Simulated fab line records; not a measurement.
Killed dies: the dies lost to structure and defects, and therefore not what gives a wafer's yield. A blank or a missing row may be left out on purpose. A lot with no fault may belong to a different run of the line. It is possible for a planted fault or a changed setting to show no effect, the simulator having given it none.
A struck lot beside a sound one | flow n5 finfet | 39 steps out of a route of 1938
Sound: these wafers, L467.1, L467.2, L467.5. Struck: wafer L460.5 (L460.2, L460.3, from the same lot, were not struck and are left out); the cause is given at the end.
Order at every step that has rows: each side's tool, ch and its chambers, its first start. Under that, the readings that differ: sound wafers | struck wafers | difference of the means | sigmas: that difference in standard deviations of wafers without a fault.
alike: words and numbers the same on both sides, and readings whose means are apart by under 2 such deviations; not compared: readings that were withheld, readings missing a value for some wafer, numbers with overlapping values and no deviation given by the record, and bounds like >300 which may hide the same value.
Wherever a step has rows on one side only, a row that says differs or no value, or a row with sigmas, the two part there. Numbers that have no deviation but don't overlap get no sigmas and don't part them. A reading that every wafer of one side lacks parts them only if that side has two wafers or more.

first, 10 steps without rows for these wafers: N5_FIN_SAQP_DESCUM_21 (chemistry O2, time 7.9 s); N5_FIN_SAQP_ETCH_51 (etches SiARC in CF4, target depth 45.5 nm, time 75.8 s); N5_FIN_SAQP_ETCH_52 (etches SOC in N2/H2, target depth 100 nm, overetch 20 nm, time 150 s); N5_FIN_SAQP_STRIP_53 (strips in N2/H2); N5_FIN_SAQP_HM_OPEN_73 (chemistry CHF3/O2, target SiO2, stops on a-Si, target depth 12 nm, time 16.8 s); N5_FIN_SAQP_STRIP_74 (strips in CHF3/O2); N5_FIN_SAQP_MANDREL_ETCH_22 (etches a-Si in HBr/Cl2, stops on SiNx, target depth 60 nm, bt time 10 s, time 30 s); N5_FIN_SAQP_STRIP_55 (strips in N2/H2); N5_FIN_SAQP_STRIP_23 (strips in SPM, time 750 s); N5_FIN_SAQP_SRD_66 (time 30 s).
N5_FIN_SAQP_RECESS_75: chemistry HF/NH3, target SiO2, target depth 14.4 nm, afs cycles 3, sublimation time 60 s.
  sound on vapor etch-01 ch 0,1, day 7 10:10; struck on vapor etch-02 ch 0, day 5 16:57
  alike: drypump motor current A
then, 23 steps without rows for these wafers: N5_FIN_SAQP_SPACER1_ALD_24 (deposits SiO2, target thk 20.3 nm, pulse time 1 s, purge time 2 s); N5_FIN_SAQP_SPACER1_ETCHBACK_25 (etches SiO2 in CHF3/O2, target depth 24.4 nm, time 12.2 s); N5_FIN_SAQP_MANDREL1_REMOVE_56 (chemistry HBr/Cl2/O2, target a-Si, stops on SiNx, bt time 10 s); N5_FIN_SAQP_ETCH_57 (etches SiNx in CH3F/O2, target depth 32.5 nm, time 46.4 s); N5_FIN_SAQP_ETCH_65 (etches SiO2 in CF4, target depth 4 nm, time 4.4 s); N5_FIN_SAQP_MANDREL_ETCH_58 (etches a-Si in HBr/Cl2, stops on SiNx, target depth 45 nm, bt time 10 s, time 27 s); N5_FIN_SAQP_RECESS_63 (chemistry HF/NH3, target SiO2, target depth 18 nm, afs cycles 3, sublimation time 60 s); N5_FIN_SAQP_COAT_68 (time 60 s, resist thk 100 nm); N5_FIN_SAQP_ETCH_69 (etches SOC in N2/H2, stops on SiNx, target depth 150 nm); N5_FIN_SAQP_ETCH_67 (etches SiNx in CH3F/O2, target depth 30 nm); N5_FIN_SAQP_STRIP_70 (strips in N2/H2); N5_FIN_SAQP_RECESS_71 (chemistry HF/NH3, target SiO2, target depth 3 nm, afs cycles 1, sublimation time 60 s); N5_FIN_SAQP_SPACER2_ALD_28 (deposits SiO2, target thk 8.1 nm, pulse time 1 s, purge time 2 s); N5_FIN_SAQP_SPACER2_ETCHBACK_29 (etches SiO2 in CHF3/O2, target depth 12.2 nm, time 6.1 s); N5_FIN_SAQP_MANDREL2_REMOVE_60 (chemistry HBr/Cl2/O2, target a-Si, stops on SiNx, bt time 10 s); N5_FIN_SAQP_HM_OPEN_33 (chemistry CH3F/O2, target SiNx, target depth 49.4 nm, time 70.6 s); N5_FIN_SAQP_ETCH_34 (etches SiO2 in C4F6/O2, target depth 45 nm, time 15 s); N5_FIN_SAQP_STRIP_77 (strips in N2/H2, time 90 s); N5_FIN_SAQP_ETCH_64 (etches SiO2 in CF4, target depth 1.5 nm); N5_FIN_SAQP_FIN_ETCH_36 (etches the open film in HBr/Cl2/O2, target depth 120 nm, time 50.4 s); N5_FIN_SAQP_PRECLEAN_38 (cleans in O3/DIW, time 45 s); N5_FIN_SAQP_PRECLEAN_45 (cleans in dHF, time 10 s); N5_FIN_SAQP_SRD_39 (time 30 s).
N5_FIN_SAQP_INSPECT_40: inspects for defects (brightfield).
  sound on defect inspect-01 at day 7 13:52; struck on defect inspect-01 at day 5 20:46
  reading          | sound       | struck | difference | sigmas
  raw defect count | 199 261 256 | 788    | +549       | +8
N5_FIN_CUT_INSPECT_10: inspects for defects (brightfield).
  sound on defect inspect-02 at day 7 14:15; struck on defect inspect-02 at day 5 21:17
  reading          | sound    | struck | difference | sigmas
  raw defect count | 43 42 44 | 627    | +584       | +53
N5_FIN_CUT_INSPECT_17: inspects for defects (brightfield).
  sound on defect inspect-02 at day 7 15:25; struck on defect inspect-02 at day 5 22:16
  reading          | sound       | struck | difference | sigmas
  raw defect count | 239 295 301 | 819    | +541       | +9
-- the record jumps here: 6 days lie between the struck wafers' starts before and after (it left off in module FIN_CUT and takes up again in module BEOL_M4, whose first step shown is number 1111 of the route) --
N5_BEOL_M4_RC_MEAS_101:
  sound on prober-01 ch 0, day 13 15:50; struck on prober-01 ch 0, day 12 01:53
  reading       | sound          | struck | difference | sigmas
  SS_P (mV/dec) | 73.3 72.1 73.1 | 74.1   | +1.3       | +2
  alike: DIBL_N, DIBL_P, IOFF_N, IOFF_P, ION_N, ION_P, SS_N, VT_N, VT_P
-- a jump in the record: the struck wafers' starts before and after are 4 days apart (it breaks off in module BEOL_M4 and resumes in module PASSIVATION, where the first step shown is number 1936 of the route) --
N5_PASSIVATION_PROBE_49:
  record: rows for the struck wafers here (prober-01, day 16 06:18), none for the sound ones

WHERE THEY PART
First at N5_FIN_SAQP_INSPECT_40; last, within this record, at N5_PASSIVATION_PROBE_49.

WHY: whatever the simulator had introduced
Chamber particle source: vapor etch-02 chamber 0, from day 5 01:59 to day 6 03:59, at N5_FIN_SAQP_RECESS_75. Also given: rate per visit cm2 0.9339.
